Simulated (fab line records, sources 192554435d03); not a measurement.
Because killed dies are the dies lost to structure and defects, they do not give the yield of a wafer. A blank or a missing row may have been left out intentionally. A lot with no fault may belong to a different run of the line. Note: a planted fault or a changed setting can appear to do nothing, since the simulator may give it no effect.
A lot that was struck, set against a sound lot    flow n5Finfet    16 steps out of a route of 1938
Sound: the wafers L663.1, L663.2, L663.3. Wafers L679.2, L679.4, L679.5 were the ones struck. The cause comes at the end.
At each step with rows: each side's tool, then ch and its chambers, then its first start. Under that, the readings that differ: sound wafers    struck wafers    difference of the means    sigmas: that difference in standard deviations of wafers without a fault.
alike: words and numbers the same on both sides, and readings whose means are apart by under 2 such deviations; not compared: readings that were withheld, readings missing a value for some wafer, numbers with overlapping values and no deviation given by the record, and bounds like >300 which may hide the same value.
The two part at a step that has a row with sigmas, a row that says differs or no value, or rows on one side only. Numbers that don't overlap but have no deviation are shown without sigmas and don't part them. Lack of a reading on every wafer of one side parts them only where that side has two or more wafers.

first, 6 steps without rows for these wafers: N5_BEOL_M2_COAT_22 (resist thk 30 nm); N5_BEOL_M2_EBR_24; N5_BEOL_M2_SOFTBAKE_23 (time 60 s); N5_BEOL_M2_EXPOSE_25 (exposes mask V1, defocus 5 nm); N5_BEOL_M2_PEB_26 (peb time 60 s); N5_BEOL_M2_DEVELOP_27 (develop time 30 s).
N5_BEOL_M2_CD_MEAS_28: target cd 26.2 nm, target cd y 24.1 nm.
  sound on cdSem-03 ch 0, day 7 04:47; struck on cdSem-02 ch 0, day 11 04:48
  alike: cdNm
N5_BEOL_M2_OVL_MEAS_29:
  sound on overlay-02 ch 0, day 7 04:49; struck on overlay-02 ch 0, day 11 04:50
  alike: V1_OVL
N5_BEOL_M2_INSPECT_30: inspects for defects (brightfield).
  sound: defectInspect-02 at day 7 04:53; struck: defectInspect-02 at day 11 04:53
  alike: rawDefectCount
N5_BEOL_M2_DESCUM_33: chemistry O2, time 7 s.
  sound on rieDiel-05 ch 0,1,2, day 7 06:07; struck on rieDiel-01 ch 0,2,3, day 11 04:56
  alike: drypumpMotorCurrentA, oesProductAu, rfVppV, showerheadPlenumPTorr, throttleValvePct
  not compared: rfHoursCounterH
N5_BEOL_M2_ETCH_77: etches underlayer in N2/H2, target depth 6.5 nm, time 5.2 s.
  sound on rieDiel-05 ch 0,1,2, day 7 06:10; struck on rieDiel-01 ch 0,2,3, day 11 04:58
  alike: drypumpMotorCurrentA, etchRfOnTimeS, oesProductAu, rfVppV, showerheadPlenumPTorr, throttleValvePct
  not compared: rfHoursCounterH
N5_BEOL_M2_ETCH_69: etches SiARC in CF4, target depth 15.6 nm, time 26 s.
  sound on rieDiel-05 ch 0,1,2, day 7 06:10; struck on rieDiel-01 ch 0,2,3, day 11 04:59
  alike: drypumpMotorCurrentA, etchRfOnTimeS, oesProductAu, rfVppV, showerheadPlenumPTorr, throttleValvePct
  not compared: rfHoursCounterH
N5_BEOL_M2_ALD_98: deposits SiO2, target thk 2.5 nm, pulse time 1 s, co reactant pulse time 1 s.
  sound on aldSin-04 ch 0,1,2, day 7 06:15; struck on aldSin-04 ch 0,2,3, day 11 05:04
  no value came back on the struck wafers for any of 5 readings (aldCycles, chamberPressureTorr (Torr) and others); on the sound wafers aldCycles reads 17 17 17
N5_BEOL_M2_ETCHBACK_99: etches SiO2 in CHF3, target depth 5 nm, time 10.4 s.
  sound on rieDiel-01 ch 0,1,2, day 7 06:28; struck on rieDiel-05 ch 0,3, day 11 15:11
  alike: drypumpMotorCurrentA, oesProductAu, rfVppV, showerheadPlenumPTorr, throttleValvePct
  not compared: rfHoursCounterH
N5_BEOL_M4_RC_MEAS_101:
  sound on prober-01 ch 0, day 8 09:07; struck on prober-02 ch 0, day 12 15:46
reading         sound           struck          difference  sigmas
IOFF_P (nA/um)  0.24 0.22 0.27  0.18 0.13 0.19  -0.08       -2
  alike: DIBL_N, DIBL_P, IOFF_N, ION_N, ION_P, SS_N, SS_P, VT_N, VT_P
-- the record jumps here: 4 days lie between the struck wafers' starts before and after (it left off in module BEOL_M4 and takes up again in module PASSIVATION, whose first step shown is number 1936 of the route) --
N5_PASSIVATION_PROBE_49:
  sound: prober-01 at day 12 16:19; struck: prober-02 at day 16 21:27
  alike: defectLimitedYield, killed_at_M0_to_M3, killed_at_M4_up, killedAtContacts, killedAtFrontEnd, killedAtOther, killedDies, killedOpen, killedShort, sort_bin_5_function, sort_bin_6_memory, sortNPass, sortYieldPct

## WHERE THEY PART
Last at N5_BEOL_M4_RC_MEAS_101 as far as this record goes, first at N5_BEOL_M2_ALD_98. Later steps at which nothing parts them and some readings are alike: N5_PASSIVATION_PROBE_49.

WHY: what had been put in by the simulator
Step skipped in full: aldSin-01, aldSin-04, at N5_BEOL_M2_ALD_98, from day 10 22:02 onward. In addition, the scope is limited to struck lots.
